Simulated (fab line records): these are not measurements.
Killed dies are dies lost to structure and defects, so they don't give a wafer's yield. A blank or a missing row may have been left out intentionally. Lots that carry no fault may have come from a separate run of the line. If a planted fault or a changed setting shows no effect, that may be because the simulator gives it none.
Struck lot and sound lot, side by side	flow n5_finfet	38 out of 1938 route steps
Sound: wafers L350.3, L350.5, L350.6. Struck: wafer L364.1. (L364.4, L364.6 of the same lot were not struck and are left out.) The cause comes at the end.
Per side, at each step with rows, come the tool, then ch with its chambers, and then its first start. Under that, the readings that differ: sound wafers	struck wafers	difference of the means	sigmas: that difference in standard deviations of wafers without a fault.
alike: same words and numbers on both sides, and readings whose means sit less than 2 such deviations apart. not compared: any withheld reading, any reading some wafer has no value for, any bound like >300 that may hide the same value, and any number with overlapping values for which the record gives no deviation.
A row with sigmas, a row that says differs or no value, or rows on one side alone: a step with any of these is where the two part. Numbers that don't overlap but have no deviation are shown without sigmas and don't part them. A reading missing from all wafers of one side parts the sides only when that side holds two or more wafers.

first, 9 steps without rows for these wafers: N5_PMOS_HMC_CHANNEL_EPI_SRD_25 (time 30 s); N5_PMOS_HMC_CHANNEL_EPI_EPI_26 (deposits Si from SiH4/H2, target thk 3.8 nm, time 22.7 s); N5_FIN_SAQP_PRECLEAN_42 (cleans in O3/DIW, time 60 s); N5_FIN_SAQP_PRECLEAN_00 (cleans in SC1, time 60 s); N5_FIN_SAQP_PRECLEAN_44 (cleans in SC2, time 45 s); N5_FIN_SAQP_SRD_01 (time 30 s); N5_FIN_SAQP_ALD_61 (deposits SiO2, target thk 4 nm, pulse time 1 s, purge time 2 s); N5_FIN_SAQP_DENSIFY_62 (time 60 s); N5_FIN_SAQP_HM_DEP_03 (deposits SiNx from SiH4/NH3/N2, target thk 38 nm, time 33.6 s).
N5_FIN_SAQP_PECVD_47: deposits a-Si from SiH4/He, target thk 45 nm, time 36.3 s.
  sound on pecvd-04 ch 0,1,2, day 2 09:04; struck on pecvd-04 ch 1, day 5 21:11
reading	sound	struck	difference	sigmas
run_length_s (s)	73.3 72.4 72.6	82.3	+9.5	+20
model.a-Si_of_FIN_SAQP_PECVD_47.thk_nm (nm)	44.83 45.38 45.04	55.92	+10.84	
  alike: heater_power_w, showerhead_plenum_p_Torr, throttle_valve_pct
then, 25 steps without rows for these wafers: N5_FIN_SAQP_PECVD_48 (deposits SiNx from SiH4/NH3/N2, target thk 25 nm, time 22.1 s); N5_FIN_SAQP_PECVD_06 (deposits a-Si from SiH4/He, target thk 60 nm, time 48.1 s); N5_FIN_SAQP_HM_DEP_72 (deposits SiO2 from SiH4/N2O, target thk 12 nm, time 7.2 s); N5_FIN_SAQP_COAT_49 (time 60 s, resist thk 100 nm); N5_FIN_SAQP_COAT_50 (time 60 s, resist thk 35 nm); N5_FIN_SAQP_COAT_10 (resist thk 90 nm); N5_FIN_SAQP_EBR_12; N5_FIN_SAQP_SOFTBAKE_11 (time 60 s); N5_FIN_SAQP_EXPOSE_13 (exposes mask FIN CORE, target cd 35.6 nm); N5_FIN_SAQP_PEB_14 (peb time 60 s); N5_FIN_SAQP_DEVELOP_15 (develop time 30 s); N5_FIN_SAQP_DESCUM_21 (chemistry O2, time 7.9 s); N5_FIN_SAQP_ETCH_51 (etches SiARC in CF4, target depth 45.5 nm, time 75.8 s); N5_FIN_SAQP_ETCH_52 (etches SOC in N2/H2, target depth 100 nm, overetch 20 nm, time 150 s); N5_FIN_SAQP_STRIP_53 (strips in N2/H2); N5_FIN_SAQP_HM_OPEN_73 (chemistry CHF3/O2, target SiO2, stops on a-Si, target depth 12 nm, time 16.8 s); N5_FIN_SAQP_STRIP_74 (strips in CHF3/O2); N5_FIN_SAQP_MANDREL_ETCH_22 (etches a-Si in HBr/Cl2, stops on SiNx, target depth 60 nm, bt time 10 s, time 30 s); N5_FIN_SAQP_STRIP_55 (strips in N2/H2); N5_FIN_SAQP_STRIP_23 (strips in SPM, time 750 s); N5_FIN_SAQP_SRD_66 (time 30 s); N5_FIN_SAQP_RECESS_75 (chemistry HF/NH3, target SiO2, target depth 14.4 nm, afs cycles 3, sublimation time 60 s); N5_FIN_SAQP_SPACER1_ALD_24 (deposits SiO2, target thk 20.3 nm, pulse time 1 s, purge time 2 s); N5_FIN_SAQP_SPACER1_ETCHBACK_25 (etches SiO2 in CHF3/O2, target depth 24.4 nm, time 12.2 s); N5_FIN_SAQP_MANDREL1_REMOVE_56 (chemistry HBr/Cl2/O2, target a-Si, stops on SiNx, bt time 10 s).
N5_FIN_SAQP_MANDREL_ETCH_58: etches a-Si in HBr/Cl2, stops on SiNx, target depth 45 nm, bt time 10 s, time 27 s.
  sound on rie_si-01 ch 1,2, day 2 12:03; struck on rie_si-04 ch 1, day 6 00:08
reading	sound	struck	difference	sigmas
drypump_motor_current_A (A)	5.5 5.3 5.4	6.5	+1.1	+3
oes_product_au (a.u.)	0.724 0.698 0.717	0.790	+0.077	+7
model.etch.depth_nm (nm)	44.83 45.38 45.04	55.92	+10.84	
  alike: throttle_valve_pct
  not compared: rf_hours_counter_h
-- the record jumps here: 6 days lie between the struck wafers' starts before and after (it left off in module FIN_SAQP and takes up again in module BEOL_M4, whose first step shown is number 1111 of the route) --
N5_BEOL_M4_RC_MEAS_101:
  sound on prober-02 ch 0, day 8 18:21; struck on prober-01 ch 0, day 12 10:38
  alike: DIBL_N, DIBL_P, IOFF_N, IOFF_P, ION_N, ION_P, SS_N, SS_P, VT_N, VT_P
-- here the record skips 4 days between the struck wafers' starts before and after, leaving off in module BEOL_M4 and picking up in module PASSIVATION (first step shown: number 1936 of the route) --
N5_PASSIVATION_PROBE_49:
  rows exist in the record for the struck wafers here (prober-01, day 16 19:32), but not for the sound ones

WHERE THEY PART
Earliest at N5_FIN_SAQP_PECVD_47; latest, in this record, at N5_PASSIVATION_PROBE_49.

WHY: what had been put in by the simulator
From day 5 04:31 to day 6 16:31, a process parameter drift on pecvd-04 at N5_FIN_SAQP_PECVD_47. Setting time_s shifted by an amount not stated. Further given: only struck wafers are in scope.
